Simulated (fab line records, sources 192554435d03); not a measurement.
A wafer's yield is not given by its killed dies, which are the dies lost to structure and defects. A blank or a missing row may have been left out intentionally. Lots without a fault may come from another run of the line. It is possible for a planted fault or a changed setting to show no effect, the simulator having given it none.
fab line records | flow n5-finfet | part 2 of 2: steps 20 to 27 of 27
[record] lots = 5 wafers = 15 last-day = 22
route steps=1938 shown BEOL_M1@755
lots untouched by any fault: they come from a run of this same line in which no faults occurred
start-h: hours from the record's first day to the start of the lot's first wafer shown | wait-h: hours elapsed since this lot's preceding step | " same as the row above | L1.1+2: several wafers, shown together as one row | - no value, or no start given | * or withheld: withheld | < > ~ a bound
route shown NAME@n: NAME is a module with steps in the file, n the number in the route of the first one | usual: the fault-free wafers' mean and standard deviation | same: alike in all rows | chamber/n: place in a boat | sites: the reading at each site | _std_site: standard deviation across them | _edge_site: mean of outer sites minus mean of inner sites | radius-mm: how far each site lies from the wafer's centre | mask NAME#n: copy n | behind: the tool/chamber that last shaped the wafer | hold: why the lot went on hold/how many hours it stayed there/how the hold came to an end | device: the transistor (n, p or np) that didn't switch | end of line: the route-end tests of the same wafers | for a step that has no rows: nothing shown but its recipe | killed: dies that structure and defects cost at the first sort, which is not the same as the wafer's yield | map: the dies of a wafer, with x for killed, . for not killed, _ for no die there
set.NAME: the setting the step ran with; set.NAME@STEP: the setting that earlier step ran with | model.NAME: the simulator's own value behind a step, which no gauge read
a table for each step, a row for each wafer; lots at some steps of the route
services: the hour from which a tool's chamber was out of use, counted from the record's first day as start-h (under 0 if before that day), plus the number of hours and why
[[steps]]
[step N5_BEOL_M1_HM_OPEN_17]
[recipe] chemistry = Cl2/BCl3 target-depth-a = 200 overetch-a = 60 target = TiN mask-material = SOC ion-energy-ev = 150 pressure-mtorr = 10 icp-w = 1000 bias-w = 126 Cl2_flow_sccm = 53.25 bcl3-flow-sccm = 21.75 Ar_flow_sccm = 25
[usual] bcl3-flow-sccm = 21.75/0.077 drypump-motor-current-A = 5.6/0.41 mfc-ar-sccm = 25.01/0.078 oes-product-au = 0.65/0.081 throttle-valve-pct = 22.05/0.22
// columns lot.wafer tool chamber start-h wait-h bcl3-flow-sccm drypump-motor-current-A mfc-ar-sccm oes-product-au rf-hours-counter-h throttle-valve-pct
L077.1 rie-metal-01 1 152.05 0.6 21.74 4.9 25.12 0.69 31 21.90
L077.4 " 1 " " 21.88 4.9 25.09 0.69 - 21.92
L077.5 " 1 " " 21.77 4.9 25.09 0.69 - 21.93
L078.1 rie-metal-02 0 153.91 1.5 21.72 5.9 25.02 0.58 87 21.90
L078.3 " 0 " " 21.71 5.9 25.09 0.58 - 21.88
L078.5 " 0 " " 21.78 5.9 25.16 0.59 - 21.89
L082.2 rie-metal-03 0 173.07 0.0 21.73 6.1 25.08 0.56 102 22.03
L082.3 " 0 " " 21.62 6.1 25.00 0.57 - 22.00
L082.4 " 1 " " 21.80 5.5 25.07 0.63 - 22.52
L086.1 rie-metal-01 0 213.53 0.0 21.73 5.8 25.13 0.77 6 21.89
L086.5 " 1 " " 21.70 4.9 24.92 0.68 - 21.93
L086.6 " 0 " " 21.61 5.8 25.07 0.77 - 21.90
L091.1 rie-metal-02 1 237.43 0.0 21.81 5.9 25.03 0.79 5 22.03
L091.3 " 1 " " 21.71 5.9 25.07 0.78 - 22.04
L091.6 " 0 " " 21.66 5.8 24.90 0.57 - 21.92
[step N5_BEOL_M1_STRIP_19]
[recipe] chemistry = O2 power-w = 400 temp-c = 40 pressure-mtorr = 30 rf-frequency-hz = 6e+07 bias-power-w = 0 overash-fraction = 0.2 o2-flow-sccm = 225
[usual] drypump-motor-current-A = 5.6/0.4 o2-flow-sccm = 225.1/0.68 oes-product-au = 0.77/0.085 rf-vpp-V = 3.7/0.48 showerhead-plenum-p-Torr = 2.10/0.051 throttle-valve-pct = 16.54/0.22
[same] bias-power-w = 0
// columns lot.wafer tool chamber start-h wait-h drypump-motor-current-A o2-flow-sccm oes-product-au rf-hours-counter-h rf-vpp-V showerhead-plenum-p-Torr throttle-valve-pct
L077.1 rie-diel-01 0 152.45 0.4 5.1 225.9 0.78 109 3.5 2.02 16.28
L077.4 " 2 " " 6.2 225.3 0.93 11 3.8 2.15 16.48
L077.5 " 1 " " 5.6 223.7 0.81 - 3.0 2.10 16.32
L078.1 rie-diel-01 0 154.20 0.3 5.0 225.9 0.78 110 4.3 2.02 16.27
L078.3 " 3 " " 6.2 224.3 1.01 1 4.1 2.14 16.29
L078.5 " 1 " " 5.6 226.1 0.80 - 3.5 2.10 16.32
L082.2 rie-diel-04 3 173.19 0.1 5.8 226.4 0.77 149 3.3 2.08 16.28
L082.3 " 2 " " 5.1 224.7 0.71 190 3.6 2.15 16.55
L082.4 " 1 " " 5.5 225.1 0.74 192 4.7 2.10 17.00
L086.1 rie-diel-05 2 213.78 0.2 5.6 224.7 0.75 151 3.9 2.08 16.40
L086.5 " 0 " " 5.3 225.7 0.70 - 3.4 2.07 16.75
L086.6 " 2 " " 5.6 225.4 0.75 - 3.7 2.08 16.38
L091.1 rie-diel-01 0 237.55 0.1 5.0 226.0 0.74 139 3.4 2.01 16.35
L091.3 " 3 " " 6.2 223.6 0.92 30 3.5 2.13 16.35
L091.6 " 3 " " 6.2 223.2 0.92 - 3.6 2.13 16.34
[step N5_BEOL_M1_CD_MEAS_18]
[recipe] pitch-nm = 36 target-cd-nm = 18
[usual] cd-nm = 18.0/0.3
// columns lot.wafer tool chamber start-h wait-h cd-nm
L077.1 cd-sem-02 - 152.52 0.0 18.3
L077.4 " - " " 17.9
L077.5 " - " " 18.1
L078.1 cd-sem-03 - 154.26 0.0 18.0
L078.3 " - " " 18.0
L078.5 " - " " 18.3
L082.2 cd-sem-02 - 173.26 0.1 17.4
L082.3 " - " " 17.6
L082.4 " - " " 18.1
L086.1 cd-sem-01 - 213.85 0.0 18.4
L086.5 " - " " 18.0
L086.6 " - " " 17.9
L091.1 cd-sem-01 - 237.62 0.0 18.2
L091.3 " - " " 18.2
L091.6 " - " " 17.6
[step N5_BEOL_M1_COAT_67]
[recipe] resist = SOC temp-c = 250 time-s = 60 spin-rpm = 1500 resist-thk-nm = 60
[usual] exhaust-pa = 45.1/0.88 plate-temp-C = 249.99/0.16
// columns lot.wafer tool chamber start-h wait-h exhaust-pa plate-temp-C
L077.1 litho-track-04 0 152.56 0.0 46.1 250.28
L077.4 " 0 " " 45.0 249.96
L077.5 " 0 " " 43.7 250.13
L078.1 litho-track-04 0 154.30 0.0 46.9 250.40
L078.3 " 0 " " 47.3 250.20
L078.5 " 0 " " 46.5 249.91
L082.2 litho-track-05 0 173.29 0.0 44.5 249.82
L082.3 " 0 " " 44.3 249.90
L082.4 " 0 " " 45.5 249.65
L086.1 litho-track-05 0 213.89 0.0 45.6 250.16
L086.5 " 0 " " 46.0 250.07
L086.6 " 0 " " 45.2 250.28
L091.1 litho-track-05 0 237.65 0.0 44.8 249.69
L091.3 " 0 " " 45.1 249.93
L091.6 " 0 " " 44.8 249.79
[step N5_BEOL_M1_COAT_68]
[recipe] resist = SiARC temp-c = 220 time-s = 60 spin-rpm = 1500 resist-thk-nm = 12
[usual] exhaust-pa = 44.9/0.98 plate-temp-C = 220.03/0.17
// columns lot.wafer tool chamber start-h wait-h exhaust-pa plate-temp-C
L077.1 litho-track-04 0 - - 45.4 220.20
L077.4 " 0 " " 45.0 220.26
L077.5 " 0 " " 46.6 220.11
L078.1 litho-track-04 0 - - 44.7 220.21
L078.3 " 0 " " 44.2 220.08
L078.5 " 0 " " 44.4 220.15
L082.2 litho-track-05 0 - - 43.4 220.08
L082.3 " 0 " " 44.3 220.06
L082.4 " 0 " " 44.5 219.99
L086.1 litho-track-05 0 - - 43.9 219.99
L086.5 " 0 " " 44.7 219.79
L086.6 " 0 " " 44.3 219.79
L091.1 litho-track-05 0 - - 43.7 220.17
L091.3 " 0 " " 43.6 220.38
L091.6 " 0 " " 45.2 220.20
[step N5_BEOL_M1_COAT_76]
[recipe] resist = underlayer temp-c = 205 time-s = 60 spin-rpm = 1500 resist-thk-nm = 5
[usual] exhaust-pa = 45.0/0.92 plate-temp-C = 204.98/0.14
// columns lot.wafer tool chamber start-h wait-h exhaust-pa plate-temp-C
L077.1 litho-track-04 0 - - 45.5 205.01
L077.4 " 0 " " 45.1 205.00
L077.5 " 0 " " 44.6 204.98
L078.1 litho-track-04 0 - - 46.6 204.94
L078.3 " 0 " " 45.1 205.07
L078.5 " 0 " " 44.5 205.18
L082.2 litho-track-05 0 - - 44.9 204.93
L082.3 " 0 " " 45.8 205.21
L082.4 " 0 " " 46.5 205.34
L086.1 litho-track-05 0 - - 46.4 204.62
L086.5 " 0 " " 45.5 204.62
L086.6 " 0 " " 45.4 204.67
L091.1 litho-track-05 0 - - 44.4 205.25
L091.3 " 0 " " 45.2 204.89
L091.6 " 0 " " 44.3 205.13
[step N5_BEOL_M1_COAT_22]
[recipe] resist = CAR-EUV spin-rpm = 1500 resist-thk-nm = 30
[usual] exhaust-pa = 45.1/0.84
// columns lot.wafer tool chamber start-h wait-h exhaust-pa
L077.1 litho-track-04 0 - - 43.8
L077.4 " 0 " " 44.4
L077.5 " 0 " " 46.0
L078.1 litho-track-04 0 - - 44.6
L078.3 " 0 " " 45.0
L078.5 " 0 " " 44.4
L082.2 litho-track-05 0 - - 46.4
L082.3 " 0 " " 44.0
L082.4 " 0 " " 46.8
L086.1 litho-track-05 0 - - 44.0
L086.5 " 0 " " 45.5
L086.6 " 0 " " 45.4
L091.1 litho-track-05 0 - - 46.0
L091.3 " 0 " " 45.9
L091.6 " 0 " " 45.4
[step N5_BEOL_M1_EBR_24]
[recipe] solvent = PGMEA ebr-width-mm = 1.5
[usual] exhaust-pa = 44.7/0.95
// columns lot.wafer tool chamber start-h wait-h exhaust-pa
L077.1 litho-track-04 0 - - 44.2
L077.4 " 0 " " 45.0
L077.5 " 0 " " 44.6
L078.1 litho-track-04 0 - - 43.9
L078.3 " 0 " " 45.2
L078.5 " 0 " " 45.0
L082.2 litho-track-05 0 - - 42.9
L082.3 " 0 " " 43.4
L082.4 " 0 " " 42.3
L086.1 litho-track-05 0 - - 44.9
L086.5 " 0 " " 44.6
L086.6 " 0 " " 44.1
L091.1 litho-track-05 0 - - 45.0
L091.3 " 0 " " 44.6
L091.6 " 0 " " 45.7
[[services]]
// columns tool chamber start-h hours kind
rie-diel-01 3 132.34 - clean
rie-diel-01 3 132.34 - consumable-replace:focus-ring
rie-diel-01 3 132.34 19.6 scheduled-down
rie-metal-03 - 132.67 1.4 pm
euv-scanner-02 - 136.13 0.1 repair
rie-metal-02 1 139.36 18.5 repair
rie-diel-04 - 140.84 11.0 repair
rie-diel-01 0 147.44 2.4 repair
rie-diel-01 0 155.67 2.0 repair
rie-diel-01 - 155.97 0.6 repair
euv-scanner-01 - 163.39 1.0 pm
euv-scanner-02 - 164.93 1.0 pm
euv-scanner-02 - 168.69 5.8 pm
rie-diel-04 2 173.32 3.1 repair
rie-diel-05 3 175.09 8.5 repair
rie-diel-04 - 184.97 0.5 repair
euv-scanner-02 - 191.55 4.6 pm
rie-metal-03 - 199.22 0.2 repair
rie-diel-04 1 204.19 22.0 repair
rie-diel-05 3 208.56 14.4 repair
euv-scanner-01 - 219.60 1.0 pm
euv-scanner-02 - 221.07 1.0 pm
rie-metal-01 1 228.48 6.0 repair
rie-metal-01 - 232.35 44.6 repair
